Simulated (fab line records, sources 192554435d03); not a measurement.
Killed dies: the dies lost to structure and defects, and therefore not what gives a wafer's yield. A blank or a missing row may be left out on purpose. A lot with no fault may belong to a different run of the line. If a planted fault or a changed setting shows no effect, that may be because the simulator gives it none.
Which tool did it?	flow n5-finfet	12 lots with 33 wafers sampled at 4 steps, on a route of 1938 steps

## WHAT EACH GAUGE READ, for each wafer
The record lacks any reading of a measuring or inspecting step that a usual standard deviation could be used to judge.

## EACH LOT AND THE TOOL THAT RAN IT (in order: tool; ch and the chambers of the sampled wafers; start)
lot	N5_BEOL_M15_SPUTTER_43	N5_BEOL_M15_DEP_53	N5_MIM_TOP_ALD_01	N5_MIM_TOP_DEGAS_04
L698	pvd-sputter-01, day 11 23:19	pecvd-03 ch 0,2, day 12 00:34	ald-hk-03 ch 1,2,3, day 12 02:00	pvd-sputter-01, day 12 03:38
L700	pvd-sputter-03, day 12 12:44	pecvd-04 ch 0,2, day 12 14:31	ald-hk-02 ch 0,2,3, day 12 17:00	pvd-sputter-03, day 12 18:46
L699	pvd-sputter-03, day 12 20:53	pecvd-03 ch 1,2, day 12 23:23	ald-hk-03 ch 2,3, day 13 01:00	pvd-sputter-02, day 13 02:33
L701	pvd-sputter-01, day 13 08:19	pecvd-02 ch 0,1, day 13 09:46	ald-hk-02 ch 0,2,3, day 13 11:00	pvd-sputter-01, day 13 12:58
L704	pvd-sputter-01, day 13 20:02	pecvd-04 ch 0,1,2, day 13 21:13	ald-hk-01 ch 0,1,3, day 13 23:00	pvd-sputter-02, day 14 01:20
L708	pvd-sputter-02, day 14 12:21	pecvd-03 ch 0,2, day 14 13:56	ald-hk-03 ch 0,1, day 14 16:00	pvd-sputter-01, day 14 18:50
L710	pvd-sputter-01, day 15 10:02	pecvd-02 ch 0,1, day 15 11:27	ald-hk-03 ch 2,3, day 15 14:00	pvd-sputter-03, day 15 15:31
L714	pvd-sputter-03, day 15 21:59	pecvd-04 ch 0,2, day 15 23:42	ald-hk-02 ch 0,2,3, day 16 01:00	pvd-sputter-03, day 16 04:28
L716	pvd-sputter-01, day 16 11:49	pecvd-02 ch 0,1,2, day 16 13:12	ald-hk-01 ch 1,2,3, day 16 14:00	pvd-sputter-02, day 16 17:02
L717	pvd-sputter-01, day 16 17:28	pecvd-02 ch 1,2, day 16 18:39	ald-hk-01 ch 0,1,3, day 16 21:00	pvd-sputter-03, day 16 21:46
L719	pvd-sputter-03, day 17 13:32	pecvd-04 ch 0,2, day 17 14:49	ald-hk-01 ch 2,3, day 17 19:00	pvd-sputter-01, day 17 20:08
L721	pvd-sputter-02, day 18 01:15	pecvd-04 ch 0, day 18 02:26	ald-hk-03 ch 0,3, day 18 04:00	pvd-sputter-02, day 18 05:13
- N5_BEOL_M15_SPUTTER_43: material TaN, target thk 15 nm, time 24.19 s.
- N5_BEOL_M15_DEP_53: deposits SiCN from 3MS/NH3, target thk 50 nm, time 17.8 s.
- N5_MIM_TOP_ALD_01: deposits HfO2, target thk 5.6 nm, pulse time 1 s, purge time 3 s.
- N5_MIM_TOP_DEGAS_04: time 60 s.

## AS READ BY THE TOOLS THEMSELVES (means over the sampled wafers that have a number; for cases with no such wafer, the mark the record gives instead)
N5_BEOL_M15_SPUTTER_43. Usual: bias-v 168.5 V, standard deviation 1.7; susceptor-temp-C 50.01 C, standard deviation 0.11; throttle-valve-pct 29.6 %, standard deviation 0.89.
lot	tool	bias-v (V)	susceptor-temp-C (C)	throttle-valve-pct (%)	flag
L698	pvd-sputter-01	169.9	49.98	30.2	
L700	pvd-sputter-03	168.9	49.89	30.0	
L699	pvd-sputter-03	168.5	49.92	30.0	
L701	pvd-sputter-01	168.6	50.11	29.9	
L704	pvd-sputter-01	168.1	49.96	28.9	
L708	pvd-sputter-02	168.2	50.02	29.9	
L710	pvd-sputter-01	168.7	49.94	29.5	
L714	pvd-sputter-03	168.7	49.92	30.7	
L716	pvd-sputter-01	168.1	49.95	29.9	
L717	pvd-sputter-01	167.5	50.05	29.1	
L719	pvd-sputter-03	169.0	50.02	29.3	
L721	pvd-sputter-02	169.4	50.18	30.1	

N5_BEOL_M15_DEP_53. Usual: rf-fwd-power-W 666.5 W, standard deviation 2.8; showerhead-plenum-p-Torr 4.156 Torr, standard deviation 0.025; throttle-valve-pct 17.9 %, standard deviation 1.4.
lot	tool	rf-fwd-power-W (W)	showerhead-plenum-p-Torr (Torr)	throttle-valve-pct (%)	flag
L698	pecvd-03	662.1	4.146	18.4	
L700	pecvd-04	668.0	4.141	17.8	
L699	pecvd-03	665.2	4.121	17.8	
L701	pecvd-02	666.8	4.184	17.4	
L704	pecvd-04	666.4	4.144	17.8	
L708	pecvd-03	661.7	4.149	19.2	
L710	pecvd-02	669.2	4.181	17.2	
L714	pecvd-04	666.2	4.128	17.8	
L716	pecvd-02	668.1	4.183	17.0	
L717	pecvd-02	667.7	4.170	17.5	
L719	pecvd-04	667.0	4.131	17.9	
L721	pecvd-04	669.2	4.157	18.1	

N5_MIM_TOP_ALD_01. Usual: precursor-pulse-height-rel reads 1.001 (standard deviation 0.021).
lot	tool	precursor-pulse-height-rel	flag
L698	ald-hk-03	1.012	
L700	ald-hk-02	1.013	
L699	ald-hk-03	1.019	
L701	ald-hk-02	0.978	
L704	ald-hk-01	1.007	
L708	ald-hk-03	1.003	
L710	ald-hk-03	1.002	
L714	ald-hk-02	1.012	
L716	ald-hk-01	0.994	
L717	ald-hk-01	1.000	
L719	ald-hk-01	1.009	
L721	ald-hk-03	1.007	

N5_MIM_TOP_DEGAS_04. Usual: heater-power-w 468 W, standard deviation 33; susceptor-temp-C 299.98 C, standard deviation 0.2.
lot	tool	heater-power-w (W)	susceptor-temp-C (C)	flag
L698	pvd-sputter-01	483	300.13	
L700	pvd-sputter-03	459	300.00	
L699	pvd-sputter-02	468	299.80	
L701	pvd-sputter-01	509	300.11	
L704	pvd-sputter-02	469	299.97	
L708	pvd-sputter-01	483	299.80	
L710	pvd-sputter-03	496	299.68	
L714	pvd-sputter-03	457	300.02	
L716	pvd-sputter-02	472	300.07	
L717	pvd-sputter-03	455	300.03	
L719	pvd-sputter-01	493	300.01	
L721	pvd-sputter-02	452	299.86	

## THE ANSWER, worked out from the rows above alone
Rule: take the mean of a lot's wafers that have a number; if it is more than 3 standard deviations from the usual mean, the lot is off. Also off: a lot with no number at a reading for which 4 or more lots have one. Any other lot the step has rows for is counted as sound. After the gauges, taken in route order, come the tools' own readings; for these a lot's mean is taken, as printed above. The first step at which some lot is off is used, and at that step the reading that is off furthest; a lot without a number counts as furthest.
Across all readings shown, no lot is off: no conclusion can be drawn from this.

## WHAT WAS PUT IN BY THE SIMULATOR
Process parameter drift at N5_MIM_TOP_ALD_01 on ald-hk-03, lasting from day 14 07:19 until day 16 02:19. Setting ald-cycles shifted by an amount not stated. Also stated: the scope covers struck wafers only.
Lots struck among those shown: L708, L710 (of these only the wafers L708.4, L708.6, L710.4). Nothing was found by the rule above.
